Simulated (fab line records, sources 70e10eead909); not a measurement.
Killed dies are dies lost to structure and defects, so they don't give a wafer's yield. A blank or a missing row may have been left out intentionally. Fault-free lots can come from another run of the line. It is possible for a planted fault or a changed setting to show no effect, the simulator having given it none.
fab line records | flow nand_harc
record lots=12 | wafers=36 | last_day=34
route steps=1302 shown A_WL_FILL@952 END@1302
lots that met no fault: taken from a fault-free run of the same line
start_h: hours from the record's first day to the start of the lot's first wafer shown | wait_h: hours from the lot's prior step to this one | " as in the row above | L1.1+2: a row that stands for several wafers | - no value present, or no start provided | * or withheld: withheld | < > ~ a bound
route shown NAME@n: NAME is a module with steps in the file, n the number in the route of the first one | usual: mean/standard deviation taken from wafers without a fault | same: alike in all rows | chamber/n: place in a boat | sites: per-site readings | _std_site: standard deviation across them | _edge_site: outer sites' mean less inner sites' | radius_mm: for every site, how far away it sits from the centre of the wafer | mask NAME#n: copy n | behind: the most recent tool/chamber to have shaped the wafer | hold: reason for holding the lot/hours on hold/outcome of the hold | device: the n, p or np transistor that did not switch | end of line: at the end of the route, the tests of the same wafers | a step given without rows: its recipe and nothing more | killed: count of dies lost to structure and defects at first sort (not the wafer's yield) | map: a wafer's dies, marking killed ones x, the rest . and places with no die _
set.NAME: the setting that was run; set.NAME@STEP: the one run at that earlier step | model.NAME: the simulator's own value behind a step, which no gauge read
the route's steps for a sample of lots (tables are steps, rows are wafers)
services: from which hour (start_h, from the record's first day; less than 0 if before it) a tool's chamber was out of use, for how many hours, and why
## steps
# step NHARC_A_WL_FILL_ALD_00
# recipe target_thk_a=30 | pulse_time_s=3 | ald_cycles=30 | temp_c=300 | material=Al2O3
# usual heater_power_outer_w=259/28 | heater_power_w=460/44 | precursor_pulse_height_rel=0.997/0.019
# same ald_cycles=30 | pulse_time_s=3
lot.wafer | tool      | chamber | start_h | wait_h | heater_power_outer_w | heater_power_w | precursor_pulse_height_rel
L106.2    | ald_hk-01 | 0       | 466.58  | 0.1    | 188                  | 378            | 1.009
L106.3    | "         | 1       | "       | "      | 290                  | 482            | 0.997
L106.6    | "         | 3       | "       | "      | 246                  | 397            | 0.962
L105.3    | ald_hk-02 | 2       | 466.59  | 0.1    | 297                  | 537            | 0.977
L105.1    | "         | 3       | "       | "      | 283                  | 535            | 1.040
L105.4    | "         | 0       | "       | "      | 253                  | 427            | 1.008
L107.3    | ald_hk-02 | 1       | 508.80  | 0.1    | 264                  | 450            | 1.034
L107.2    | "         | 2       | "       | "      | 305                  | 521            | 0.993
L107.6    | "         | 1       | "       | "      | 269                  | 452            | 1.004
L108.1    | ald_hk-02 | 3       | 513.37  | 0.1    | 284                  | 531            | 0.989
L108.4    | "         | 2       | "       | "      | 299                  | 519            | 1.010
L108.5    | "         | 0       | "       | "      | 250                  | 429            | 1.006
L112.1    | ald_hk-01 | 3       | 552.24  | 0.1    | 242                  | 387            | 1.013
L112.5    | "         | 3       | "       | "      | 242                  | 403            | 0.979
L112.6    | "         | 0       | "       | "      | 206                  | 383            | 1.008
L113.3    | ald_hk-04 | 1       | 554.34  | 0.1    | 247                  | 450            | 1.000
L113.4    | "         | 2       | "       | "      | 231                  | 447            | 1.010
L113.6    | "         | 0       | "       | "      | 287                  | 481            | 1.001
L114.3    | ald_hk-01 | 2       | 562.47  | 0.1    | 237                  | 437            | 1.021
L114.4    | "         | 3       | "       | "      | 242                  | 408            | 0.981
L114.6    | "         | 1       | "       | "      | 292                  | 511            | 0.987
L123.4    | ald_hk-04 | 0       | 642.14  | 0.1    | 276                  | 445            | 1.040
L123.1    | "         | 1       | "       | "      | 249                  | 445            | 0.992
L123.2    | "         | 3       | "       | "      | 251                  | 460            | 0.964
L124.1    | ald_hk-01 | 0       | 667.38  | 0.1    | 202                  | 391            | 0.999
L124.4    | "         | 1       | "       | "      | 286                  | 481            | 0.997
L124.2    | "         | 3       | "       | "      | 231                  | 387            | 1.002
L125.4    | ald_hk-04 | 2       | 674.39  | 0.1    | 231                  | 452            | 1.033
L125.2    | "         | 3       | "       | "      | 258                  | 459            | 0.992
L125.5    | "         | 1       | "       | "      | 250                  | 459            | 0.993
L126.4    | ald_hk-04 | 1       | 677.36  | 0.1    | 247                  | 462            | 1.036
L126.2    | "         | 0       | "       | "      | 275                  | 444            | 0.978
L126.6    | "         | 2       | "       | "      | 229                  | 451            | 0.951
L127.2    | ald_hk-02 | 2       | 700.26  | 0.1    | 293                  | 515            | 1.017
L127.4    | "         | 1       | "       | "      | 263                  | 459            | 1.001
L127.6    | "         | 3       | "       | "      | 285                  | 535            | 0.982
# step NHARC_A_WL_FILL_ALD_10
# recipe target_thk_a=500 | pulse_time_s=10 | ald_cycles=500 | temp_c=300 | material=SiO2
# usual ald_cycles=500/0 | heater_power_outer_w=256/28 | heater_power_w=455/41 | precursor_pulse_height_rel=0.999/0.021 | pulse_time_s=10/0
lot.wafer | tool      | chamber | start_h | wait_h | ald_cycles | heater_power_outer_w | heater_power_w | precursor_pulse_height_rel | pulse_time_s
L106.3    | ald_hk-02 | 0       | 473.63  | 0.0    | 500        | 256                  | 437            | 1.018                      | 10
L106.2    | "         | 2       | 474.68  | 1.1    | 500        | 298                  | 526            | 0.992                      | 10
L106.6    | "         | 1       | 476.24  | 2.7    | 500        | 255                  | 462            | 1.000                      | 10
L105.1    | ald_hk-04 | 3       | 473.64  | 0.1    | 500        | 247                  | 460            | 1.027                      | 10
L105.4    | "         | 0       | "       | "      | 500        | 292                  | 468            | 1.000                      | 10
L105.3    | "         | 2       | 475.18  | 1.6    | 500        | 228                  | 442            | 1.031                      | 10
L107.2    | ald_hk-01 | 2       | 515.36  | 0.1    | 500        | 236                  | 429            | 1.022                      | 10
L107.3    | "         | 1       | 516.91  | 1.6    | 500        | 295                  | 507            | 1.007                      | 10
L107.6    | "         | 2       | "       | "      | 500        | 237                  | 424            | 1.019                      | 10
L108.4    | ald_hk-01 | 3       | 521.55  | 1.2    | 500        | 241                  | 400            | 0.981                      | 10
L108.1    | "         | 0       | "       | "      | 500        | 197                  | 389            | 1.003                      | 10
L108.5    | "         | 1       | "       | "      | 500        | 296                  | 489            | 1.022                      | 10
L113.4    | ald_hk-04 | 2       | 561.75  | 0.1    | -          | -                    | -              | -                          | -
L113.3    | "         | 0       | 562.78  | 1.1    | -          | -                    | -              | -                          | -
L113.6    | "         | 3       | 564.32  | 2.6    | -          | -                    | -              | -                          | -
L112.1    | ald_hk-02 | 1       | 562.78  | 1.1    | -          | -                    | -              | -                          | -
L112.5    | "         | 3       | 563.81  | 2.1    | -          | -                    | -              | -                          | -
L112.6    | "         | 0       | "       | "      | -          | -                    | -              | -                          | -
L114.3    | ald_hk-04 | 0       | 570.01  | 0.6    | -          | -                    | -              | -                          | -
L114.4    | "         | 2       | 571.04  | 1.6    | -          | -                    | -              | -                          | -
L114.6    | "         | 0       | 572.07  | 2.6    | -          | -                    | -              | -                          | -
L123.4    | ald_hk-01 | 0       | 653.06  | 3.9    | 500        | 206                  | 399            | 0.962                      | 10
L123.2    | "         | 1       | "       | "      | 500        | 302                  | 505            | 0.981                      | 10
L123.1    | "         | 2       | "       | "      | 500        | 233                  | 436            | 1.008                      | 10
L124.2    | ald_hk-02 | 3       | 674.84  | 0.1    | 500        | 289                  | 537            | 0.985                      | 10
L124.4    | "         | 0       | 675.86  | 1.1    | 500        | 258                  | 438            | 1.005                      | 10
L124.1    | "         | 2       | 677.92  | 3.1    | 500        | 291                  | 511            | 1.014                      | 10
L126.2    | ald_hk-04 | 0       | 681.94  | 0.6    | 500        | 277                  | 447            | 0.976                      | 10
L126.4    | "         | 1       | "       | "      | 500        | 248                  | 455            | 0.993                      | 10
L126.6    | "         | 0       | 684.01  | 2.6    | 500        | 271                  | 449            | 0.991                      | 10
L125.2    | ald_hk-01 | 3       | 683.59  | 2.2    | 500        | 231                  | 388            | 0.997                      | 10
L125.4    | "         | 0       | "       | "      | 500        | 200                  | 400            | 0.995                      | 10
L125.5    | "         | 2       | 685.14  | 3.8    | 500        | 235                  | 447            | 0.989                      | 10
L127.2    | ald_hk-01 | 3       | 707.51  | 0.1    | 500        | 231                  | 383            | 0.988                      | 10
L127.4    | "         | 0       | "       | "      | 500        | 198                  | 390            | 1.008                      | 10
L127.6    | "         | 0       | 710.03  | 2.6    | 500        | 206                  | 402            | 1.008                      | 10
# step NHARC_A_WL_FILL_ETCHBACK_17
# recipe target_depth_a=40 | time_s=26.7 | chemistry=Cl2/BCl3
# usual drypump_motor_current_A=5.52/0.28 | oes_product_au=0.997/0.0069
lot.wafer | tool         | chamber | start_h | wait_h | drypump_motor_current_A | oes_product_au | rf_hours_counter_h
L105.1    | rie_metal-02 | 0       | 478.47  | -      | 5.64                    | 1.001          | 0.2
L105.3    | "            | 0       | "       | "      | 5.69                    | 0.991          | -
L105.4    | "            | 1       | "       | "      | 5.18                    | 0.996          | -
L106.2    | rie_metal-03 | 1       | 479.01  | -      | 5.18                    | 0.988          | 2.3
L106.3    | "            | 1       | "       | "      | 5.18                    | 0.979          | -
L106.6    | "            | 1       | "       | "      | 5.17                    | 0.989          | -
L107.2    | rie_metal-02 | 1       | 520.23  | -      | 5.25                    | 1.000          | -
L107.3    | "            | 1       | "       | "      | 5.21                    | 0.998          | -
L107.6    | "            | 1       | "       | "      | 5.21                    | 0.999          | -
L108.1    | rie_metal-02 | 0       | 525.33  | -      | 5.69                    | 1.004          | 0.5
L108.4    | "            | 0       | "       | "      | 5.66                    | 1.001          | -
L108.5    | "            | 0       | "       | "      | 5.69                    | 1.000          | -
L112.1    | rie_metal-03 | 0       | 566.58  | -      | 5.58                    | 0.998          | 0.4
L112.6    | "            | 0       | "       | "      | 5.59                    | 0.999          | -
L112.5    | "            | 1       | "       | "      | 5.18                    | 0.993          | -
L113.3    | rie_metal-01 | 1       | 566.62  | -      | 5.76                    | 1.012          | -
L113.4    | "            | 0       | "       | "      | 5.92                    | 1.000          | -
L113.6    | "            | 0       | "       | "      | 5.92                    | 1.002          | -
L114.3    | rie_metal-03 | 1       | 574.36  | -      | 5.18                    | 1.003          | -
L114.4    | "            | 0       | "       | "      | 5.56                    | 0.999          | -
L114.6    | "            | 0       | "       | "      | 5.57                    | 0.997          | -
L123.1    | rie_metal-01 | 0       | 657.36  | -      | 5.92                    | 1.004          | 1.4
L123.2    | "            | 1       | "       | "      | 5.74                    | 1.003          | 1.4
L123.4    | "            | 0       | "       | "      | 5.94                    | 0.992          | -
L124.1    | rie_metal-01 | 1       | 682.75  | -      | 5.74                    | 1.002          | 1.7
L124.2    | "            | 0       | "       | "      | 5.90                    | 0.992          | 1.7
L124.4    | "            | 1       | "       | "      | 5.79                    | 1.003          | -
L126.2    | rie_metal-02 | 1       | 686.26  | -      | 5.18                    | 1.000          | 1.1
L126.4    | "            | 1       | "       | "      | 5.18                    | 1.003          | -
L126.6    | "            | 0       | "       | "      | 5.66                    | 0.994          | -
L125.2    | rie_metal-03 | 1       | 687.92  | -      | 5.19                    | 0.985          | 2.3
L125.4    | "            | 1       | "       | "      | 5.19                    | 0.981          | -
L125.5    | "            | 1       | "       | "      | 5.18                    | 0.988          | -
L127.2    | rie_metal-02 | 1       | 712.27  | -      | 5.21                    | 1.003          | 1.4
L127.4    | "            | 0       | "       | "      | 5.68                    | 0.988          | -
L127.6    | "            | 1       | "       | "      | 5.21                    | 0.996          | -
# step NHARC_A_WL_FILL_CMP_12
# recipe t_overpolish_s=30 | target_thk_nm=100
# usual motor_current_A=10.8/1.1 | overpolish_run_s=30.000/0.0088 | time_to_endpoint_s=20.7/2
lot.wafer | tool   | chamber | start_h | wait_h | motor_current_A | overpolish_run_s | time_to_endpoint_s
L106.3    | cmp-02 | 1       | 484.26  | 0.1    | 9.3             | 29.997           | 18.2
L106.2    | "      | 3       | "       | "      | 13.1            | 29.990           | 19.9
L106.6    | "      | 1       | "       | "      | 9.6             | 30.004           | 17.8
L105.1    | cmp-04 | 2       | 484.29  | 0.2    | 11.2            | 30.006           | 21.1
L105.3    | "      | 3       | "       | "      | 11.8            | 29.983           | 19.5
L105.4    | "      | 0       | "       | "      | 10.5            | 29.988           | 19.9
L107.2    | cmp-04 | 0       | 526.26  | 0.2    | 10.0            | 29.998           | 21.8
L107.3    | "      | 2       | "       | "      | 11.0            | 29.995           | 20.3
L107.6    | "      | 3       | "       | "      | 12.1            | 29.997           | 18.5
L108.4    | cmp-01 | 0       | 529.13  | 0.1    | 10.9            | 29.982           | 24.8
L108.1    | "      | 1       | "       | "      | 10.4            | 29.986           | 22.6
L108.5    | "      | 3       | "       | "      | 9.8             | 30.012           | 22.6
L112.1    | cmp-01 | 1       | 573.64  | 0.2    | 9.9             | 29.999           | 17.9
L112.6    | "      | 0       | "       | "      | 10.4            | 30.001           | 21.2
L112.5    | "      | 1       | "       | "      | 9.8             | 29.992           | 20.4
L113.3    | cmp-02 | 0       | 573.66  | 0.1    | 12.2            | 29.989           | 21.8
L113.4    | "      | 2       | "       | "      | 10.9            | 30.002           | 21.3
L113.6    | "      | 3       | "       | "      | 13.4            | 29.997           | 20.5
L114.4    | cmp-01 | 3       | 582.02  | 0.1    | 10.4            | 30.014           | 23.5
L114.3    | "      | 1       | "       | "      | 10.3            | 30.001           | 19.3
L114.6    | "      | 2       | "       | "      | 11.1            | 29.998           | 20.8
L123.2    | cmp-04 | 3       | 663.03  | 0.2    | 12.0            | 29.996           | 20.1
L123.1    | "      | 0       | "       | "      | 10.3            | 29.996           | 20.7
L123.4    | "      | 1       | "       | "      | 9.6             | 30.011           | 20.1
L124.1    | cmp-02 | 1       | 688.60  | 0.2    | 9.3             | 30.009           | 21.3
L124.4    | "      | 3       | "       | "      | 14.1            | 30.007           | 19.2
L124.2    | "      | 0       | "       | "      | 12.5            | 29.997           | 21.9
L125.4    | cmp-01 | 1       | 692.13  | 0.1    | 9.8             | 30.000           | 21.0
L125.2    | "      | 3       | "       | "      | 10.9            | 29.999           | 21.5
L125.5    | "      | 1       | "       | "      | 9.3             | 30.009           | 22.8
L126.2    | cmp-02 | 0       | 692.15  | 0.1    | 12.1            | 29.987           | 19.2
L126.4    | "      | 1       | "       | "      | 9.0             | 30.004           | 19.0
L126.6    | "      | 1       | "       | "      | 9.1             | 30.012           | 20.9
L127.4    | cmp-04 | 1       | 718.13  | 0.1    | 9.7             | 29.995           | 21.9
L127.2    | "      | 2       | "       | "      | 11.4            | 29.999           | 24.9
L127.6    | "      | 0       | "       | "      | 10.1            | 29.994           | 21.7
# step NHARC_END_SORT_01
# recipe temp_c=25
# usual killed_at_array=56/21 | killed_at_other=1.2/1.6 | killed_at_periphery=3.7/2.5 | killed_dies=61/21 | killed_open=3.1/1.8 | killed_short=2.8/1.7
# same gross_dies=677
lot.wafer | tool      | chamber | start_h | wait_h | hold                   | killed_at_array | killed_at_other | killed_at_periphery | killed_dies | killed_open | killed_short
L105.1    | prober-02 | 0       | 560.46  | 2.5    | -                      | 79              | 5               | 2                   | 86          | 5           | 1
L105.3    | prober-02 | 0       | 562.05  | 3.1    | -                      | 77              | 1               | 1                   | 79          | 3           | 0
L105.4    | prober-02 | 0       | 562.84  | 3.4    | -                      | 88              | 8               | 2                   | 98          | 1           | 2
L108.1    | prober-01 | 0       | 600.85  | 2.5    | -                      | 82              | 1               | 1                   | 84          | 5           | 1
L108.4    | prober-01 | 0       | 603.23  | 3.4    | -                      | 57              | 2               | 2                   | 61          | 2           | 3
L108.5    | prober-01 | 0       | 604.03  | 3.7    | -                      | 66              | 4               | 1                   | 71          | 1           | 2
L112.1    | prober-02 | 0       | 652.64  | 2.5    | await_dispo/3.7h/scrap | 669             | 4               | 4                   | 677         | 7           | 0
L112.5    | prober-02 | 0       | 655.86  | 3.7    | await_dispo/3.7h/scrap | 674             | 0               | 3                   | 677         | 2           | 2
L112.6    | prober-02 | 0       | 656.66  | 4.0    | await_dispo/3.7h/scrap | 675             | 1               | 1                   | 677         | 3           | 4
L113.3    | prober-01 | 0       | 654.19  | 3.1    | await_dispo/1.9h/scrap | 668             | 3               | 6                   | 677         | 2           | 3
L113.4    | prober-01 | 0       | 654.99  | 3.4    | await_dispo/1.9h/scrap | 675             | 0               | 2                   | 677         | 2           | 2
L113.6    | prober-01 | 0       | 656.60  | 4.0    | await_dispo/1.9h/scrap | 675             | 1               | 1                   | 677         | 1           | 3
L114.3    | prober-01 | 0       | 662.06  | 3.1    | await_dispo/2.2h/scrap | 673             | 2               | 2                   | 677         | 2           | 2
L114.4    | prober-01 | 0       | 662.86  | 3.4    | await_dispo/2.2h/scrap | 674             | 1               | 2                   | 677         | 3           | 1
L114.6    | prober-01 | 0       | 664.47  | 4.0    | await_dispo/2.2h/scrap | 675             | 1               | 1                   | 677         | 7           | 3
L123.1    | prober-02 | 0       | 738.75  | 2.5    | -                      | 53              | 0               | 0                   | 53          | 0           | 1
L123.2    | prober-02 | 0       | 739.55  | 2.8    | -                      | 51              | 1               | 4                   | 56          | 4           | 6
L123.4    | prober-02 | 0       | 741.15  | 3.4    | -                      | 50              | 0               | 3                   | 53          | 4           | 4
L124.1    | prober-01 | 0       | 772.41  | 2.5    | -                      | 77              | 0               | 3                   | 80          | 3           | 2
L124.2    | prober-01 | 0       | 773.22  | 2.8    | -                      | 81              | 1               | 5                   | 87          | 6           | 3
L124.4    | prober-01 | 0       | 774.83  | 3.4    | -                      | 70              | 5               | 0                   | 75          | 0           | 3
L125.2    | prober-02 | 0       | 773.24  | 2.8    | -                      | 64              | 0               | 3                   | 67          | 6           | 3
L125.4    | prober-02 | 0       | 774.82  | 3.4    | -                      | 58              | 2               | 0                   | 60          | 4           | 5
L125.5    | prober-02 | 0       | 775.61  | 3.6    | -                      | 46              | 2               | 2                   | 50          | 1           | 0
L126.2    | prober-02 | 0       | 780.99  | 2.8    | -                      | 34              | 0               | 5                   | 39          | 2           | 0
L126.4    | prober-02 | 0       | 782.60  | 3.4    | -                      | 41              | 3               | 4                   | 48          | 5           | 1
L126.6    | prober-02 | 0       | 784.20  | 4.0    | -                      | 42              | 1               | 3                   | 46          | 1           | 1
# killed by level:class
L105.1 A_CHANNEL_HOLE_D1:chamber_film_flake=34 A_SLIT:chamber_film_flake=17 A_CHANNEL_HOLE_D2:chamber_film_flake=7 A_CONTACT:chamber_film_flake=6 A_SGD_CUT:chamber_film_flake=5 THIN_TSV:chamber_film_flake=5 A_STAIRCASE:chamber_film_flake=3 P_M0:geometric_particle:open=2
L105.3 A_CHANNEL_HOLE_D1:chamber_film_flake=30 A_SLIT:chamber_film_flake=20 A_CHANNEL_HOLE_D2:chamber_film_flake=8 A_SGD_CUT:chamber_film_flake=6 A_CONTACT:chamber_film_flake=6 A_ZERO_WELL:chamber_film_flake=2 A_ONON_D2:geometric_particle:open=1 A_SGD_CUT:geometric_particle:open=1
L105.4 A_CHANNEL_HOLE_D1:chamber_film_flake=32 A_SLIT:chamber_film_flake=25 A_CHANNEL_HOLE_D2:chamber_film_flake=13 THIN_TSV:chamber_film_flake=8 A_SGD_CUT:chamber_film_flake=7 A_WL_FILL:chamber_film_flake=3 P_BONDPAD:chamber_film_flake=2 A_STAIRCASE:chamber_film_flake=2
L108.1 A_CHANNEL_HOLE_D2:chamber_film_flake=35 A_CHANNEL_HOLE_D1:chamber_film_flake=34 A_CONTACT:chamber_film_flake=3 A_STAIRCASE:chamber_film_flake=2 A_SLIT:chamber_film_flake=2 P_GATE:geometric_particle:open=1 A_SOURCE_PLATE:geometric_particle:short=1 A_CHANNEL_FILL_D1:geometric_particle:open=1
L108.4 A_CHANNEL_HOLE_D2:chamber_film_flake=27 A_CHANNEL_HOLE_D1:chamber_film_flake=19 A_SLIT:chamber_film_flake=2 THIN_TSV:chamber_film_flake=2 A_ONON_D1:geometric_particle:short=1 A_CHANNEL_HOLE_D1:geometric_particle:short=1 A_CHANNEL_FILL_D2:geometric_particle:short=1 A_BLC:geometric_particle:open=1
L108.5 A_CHANNEL_HOLE_D1:chamber_film_flake=28 A_CHANNEL_HOLE_D2:chamber_film_flake=26 A_CONTACT:chamber_film_flake=4 THIN_TSV:chamber_film_flake=4 A_STAIRCASE:chamber_film_flake=2 A_SLIT:chamber_film_flake=2 A_DECK1_JOINT:geometric_particle:short=1 A_SGD_CUT:geometric_particle:short=1
L112.1 A_WL_FILL:area_ald=617 A_CHANNEL_HOLE_D1:chamber_film_flake=25 A_CHANNEL_HOLE_D2:chamber_film_flake=11 A_CONTACT:chamber_film_flake=6 A_SLIT:chamber_film_flake=3 THIN_TSV:chamber_film_flake=3 A_M1:geometric_particle:open=2 P_CONTACT:geometric_particle:open=1
L113.3 A_WL_FILL:area_ald=593 A_CHANNEL_HOLE_D1:chamber_film_flake=28 A_SLIT:chamber_film_flake=26 A_CHANNEL_HOLE_D2:chamber_film_flake=10 A_CONTACT:chamber_film_flake=3 A_ONON_D1:geometric_particle:short=2 P_ZERO_WELL:chamber_film_flake=2 P_M1:chamber_film_flake=2
L113.4 A_WL_FILL:area_ald=610 A_CHANNEL_HOLE_D1:chamber_film_flake=26 A_SLIT:chamber_film_flake=16 A_CHANNEL_HOLE_D2:chamber_film_flake=15 P_M1:chamber_film_flake=2 A_M1:chamber_film_flake=2 A_SOURCE_PLATE:geometric_particle:short=1 A_CHANNEL_HOLE_D2:geometric_particle:open=1
L112.5 A_WL_FILL:area_ald=617 A_CHANNEL_HOLE_D1:chamber_film_flake=28 A_CHANNEL_HOLE_D2:chamber_film_flake=14 A_CONTACT:chamber_film_flake=8 A_M1:chamber_film_flake=2 P_GATE:geometric_particle:short=1 A_CHANNEL_FILL_D1:geometric_particle:short=1 A_SGD_CUT:geometric_particle:open=1
L113.6 A_WL_FILL:area_ald=587 A_CHANNEL_HOLE_D1:chamber_film_flake=34 A_SLIT:chamber_film_flake=29 A_CHANNEL_HOLE_D2:chamber_film_flake=15 A_STAIRCASE:chamber_film_flake=4 P_CONTACT:geometric_particle:short=1 A_ONON_D2:geometric_particle:short=1 A_CHANNEL_HOLE_D2:geometric_particle:short=1
L112.6 A_WL_FILL:area_ald=607 A_CHANNEL_HOLE_D1:chamber_film_flake=34 A_CHANNEL_HOLE_D2:chamber_film_flake=15 A_CONTACT:chamber_film_flake=11 P_M0:geometric_particle:open=1 A_ONON_D1:geometric_particle:short=1 A_CHANNEL_FILL_D1:geometric_particle:open=1 A_DECK1_JOINT:geometric_particle:open=1
L114.3 A_WL_FILL:area_ald=634 A_CHANNEL_HOLE_D2:chamber_film_flake=23 A_CHANNEL_HOLE_D1:chamber_film_flake=9 P_GATE:chamber_film_flake=2 A_SLIT:chamber_film_flake=2 THIN_TSV:chamber_film_flake=2 A_ONON_D1:geometric_particle:open=1 A_DECK1_JOINT:geometric_particle:short=1
L114.4 A_WL_FILL:area_ald=651 A_CHANNEL_HOLE_D2:chamber_film_flake=14 A_CHANNEL_HOLE_D1:chamber_film_flake=3 A_CONTACT:chamber_film_flake=2 P_STI:geometric_particle:open=1 P_M0:geometric_particle:open=1 A_CHANNEL_FILL_D2:geometric_particle:open=1 A_SGD_CUT:geometric_particle:short=1
L114.6 A_WL_FILL:area_ald=639 A_CHANNEL_HOLE_D2:chamber_film_flake=14 A_CHANNEL_HOLE_D1:chamber_film_flake=10 A_WL_FILL:geometric_particle:short=3 A_STAIRCASE:chamber_film_flake=3 A_WL_FILL:geometric_particle:open=2 A_M0:geometric_particle:open=2 A_DECK1_JOINT:geometric_particle:open=1
L123.1 A_CHANNEL_HOLE_D2:chamber_film_flake=22 A_CHANNEL_HOLE_D1:chamber_film_flake=10 A_SLIT:chamber_film_flake=7 A_STAIRCASE:chamber_film_flake=5 A_ZERO_WELL:chamber_film_flake=2 A_CHANNEL_FILL_D1:chamber_film_flake=2 A_CONTACT:chamber_film_flake=2 A_SGD_CUT:geometric_particle:short=1
L123.2 A_CHANNEL_HOLE_D2:chamber_film_flake=20 A_STAIRCASE:chamber_film_flake=6 A_CHANNEL_HOLE_D1:chamber_film_flake=5 A_SLIT:chamber_film_flake=5 A_CONTACT:chamber_film_flake=5 A_BLC:geometric_particle:open=2 A_CHANNEL_FILL_D1:chamber_film_flake=2 P_CONTACT:geometric_particle:short=1
L123.4 A_CHANNEL_HOLE_D2:chamber_film_flake=21 A_CHANNEL_HOLE_D1:chamber_film_flake=9 A_STAIRCASE:chamber_film_flake=7 A_WL_FILL:geometric_particle:short=3 P_BONDPAD:chamber_film_flake=2 A_SLIT:chamber_film_flake=2 P_STI:geometric_particle:open=1 A_SOURCE_PLATE:geometric_particle:open=1
L124.1 A_SLIT:chamber_film_flake=25 A_CHANNEL_HOLE_D2:chamber_film_flake=24 A_CHANNEL_HOLE_D1:chamber_film_flake=10 A_CONTACT:chamber_film_flake=7 A_M0:chamber_film_flake=5 P_GATE:geometric_particle:open=1 P_M2:geometric_particle:open=1 A_ONON_D1:geometric_particle:short=1
L124.2 A_SLIT:chamber_film_flake=31 A_CHANNEL_HOLE_D2:chamber_film_flake=20 A_CHANNEL_HOLE_D1:chamber_film_flake=12 A_CONTACT:chamber_film_flake=7 A_CHANNEL_FILL_D1:chamber_film_flake=3 P_GATE:chamber_film_flake=2 P_STI:geometric_particle:open=1 P_GATE:geometric_particle:open=1
L125.2 A_SLIT:chamber_film_flake=29 A_CHANNEL_HOLE_D1:chamber_film_flake=17 A_SGD_CUT:chamber_film_flake=4 A_M0:geometric_particle:open=3 A_CHANNEL_HOLE_D2:chamber_film_flake=2 A_DECK1_JOINT:geometric_particle:short=1 A_ONON_D2:geometric_particle:short=1 A_ONON_D2:geometric_particle:open=1
L125.4 A_SLIT:chamber_film_flake=32 A_CHANNEL_HOLE_D1:chamber_film_flake=10 A_SGD_CUT:chamber_film_flake=3 A_CONTACT:chamber_film_flake=3 A_ONON_D1:geometric_particle:short=1 A_CHANNEL_FILL_D1:geometric_particle:short=1 A_DECK1_JOINT:geometric_particle:open=1 A_DECK1_JOINT:geometric_particle:short=1
L124.4 A_SLIT:chamber_film_flake=26 A_CHANNEL_HOLE_D2:chamber_film_flake=21 A_CHANNEL_HOLE_D1:chamber_film_flake=8 A_M0:chamber_film_flake=7 THIN_TSV:chamber_film_flake=5 A_CONTACT:chamber_film_flake=3 A_ONON_D1:geometric_particle:short=1 A_WL_FILL:geometric_particle:short=1
L125.5 A_SLIT:chamber_film_flake=26 A_CHANNEL_HOLE_D1:chamber_film_flake=14 A_SGD_CUT:chamber_film_flake=2 THIN_TSV:chamber_film_flake=2 P_CONTACT:geometric_particle:open=1 P_BONDPAD:chamber_film_flake=1 A_CHANNEL_HOLE_D2:chamber_film_flake=1 A_STAIRCASE:chamber_film_flake=1
L126.2 A_CHANNEL_HOLE_D1:chamber_film_flake=20 A_SLIT:chamber_film_flake=11 P_CONTACT:chamber_film_flake=4 A_CHANNEL_FILL_D2:geometric_particle:open=1 A_M1:geometric_particle:open=1 P_GATE:chamber_film_flake=1 A_CONTACT:chamber_film_flake=1
L126.4 A_CHANNEL_HOLE_D1:chamber_film_flake=19 A_SLIT:chamber_film_flake=5 A_STAIRCASE:chamber_film_flake=4 STARTING-WAFER:geometric_particle:open=2 P_CONTACT:chamber_film_flake=2 A_DECK1_JOINT:chamber_film_flake=2 A_WL_FILL:chamber_film_flake=2 A_CONTACT:chamber_film_flake=2
L126.6 A_CHANNEL_HOLE_D1:chamber_film_flake=26 A_SLIT:chamber_film_flake=5 A_CONTACT:chamber_film_flake=5 P_CONTACT:chamber_film_flake=2 A_WL_FILL:chamber_film_flake=2 A_ONON_D1:geometric_particle:short=1 A_CHANNEL_HOLE_D2:geometric_particle:open=1 P_GATE:chamber_film_flake=1
## services
tool         | chamber | start_h | hours | kind
cmp-04       | -       | 446.31  | 0.8   | repair
rie_metal-02 | -       | 454.00  | 9.0   | pm
cmp-04       | -       | 462.84  | 0.7   | repair
cmp-01       | -       | 464.37  | 0.7   | repair
cmp-04       | -       | 465.44  | 0.4   | repair
ald_hk-04    | -       | 466.97  | 2.1   | repair
ald_hk-01    | -       | 476.03  | 10.0  | pm
cmp-01       | -       | 479.53  | 4.0   | pm
ald_hk-04    | -       | 487.39  | 0.2   | repair
cmp-04       | -       | 503.33  | 4.0   | pm
rie_metal-02 | 0       | 503.75  | 21.5  | repair
rie_metal-03 | -       | 519.00  | 9.0   | pm
cmp-02       | -       | 526.50  | 4.0   | pm
ald_hk-02    | -       | 527.46  | 10.0  | pm
rie_metal-02 | -       | 538.05  | 1.3   | repair
cmp-01       | -       | 538.45  | 0.7   | repair
ald_hk-04    | -       | 613.83  | 10.0  | pm
ald_hk-01    | -       | 626.83  | 2.3   | repair
rie_metal-02 | -       | 631.00  | 9.0   | pm
ald_hk-04    | -       | 645.40  | 1.2   | repair
ald_hk-02    | -       | 646.58  | 0.5   | repair
rie_metal-02 | -       | 680.07  | 1.7   | repair
rie_metal-02 | -       | 687.87  | 4.5   | repair
ald_hk-02    | -       | 705.46  | 10.0  | pm
## key
first_sign step=NHARC_A_WL_FILL_ALD_10 | reading=tool_record | direction=missing
effect step=NHARC_END_SORT_01 | reading=killed_at_array | direction=up | sigmas=29 | usual=56 | struck=673
more_kills_born_at NHARC_A_WL_FILL_ALD_10@ald_hk-04=3713 | NHARC_A_WL_FILL_ALD_10@ald_hk-02=1841
met_at NHARC_A_WL_FILL_ALD_10
struck_lots L112,L113,L114
later_rows_left_out L112.1,L112.5,L112.6,L113.3,L113.4,L113.6,L114.3,L114.4,L114.6
tester_left_out L112,L113,L114
not_acting_at NHARC_A_WL_FILL_ALD_00,NHARC_A_WL_FILL_ETCHBACK_17,NHARC_A_WL_FILL_CMP_12
onset_between 473.64 561.75
fault kind=skipped_step_whole | tool=ald_hk-02,ald_hk-04 | chamber=- | onset_h=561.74 | steps=NHARC_A_WL_FILL_ALD_10 | scope=struck_lots_only
# tester_left_out: of these lots the tester's yield and bins aren't shown, on N5 and GAA mostly nor the transistor test; their killed dies are dies lost to structure and defects alone, not to doping, threshold or leakage, so they don't give the yield
# later_rows_left_out: the simulator's readings of these wafers behind a module that went badly wrong aren't trusted and aren't shown, but for the sort
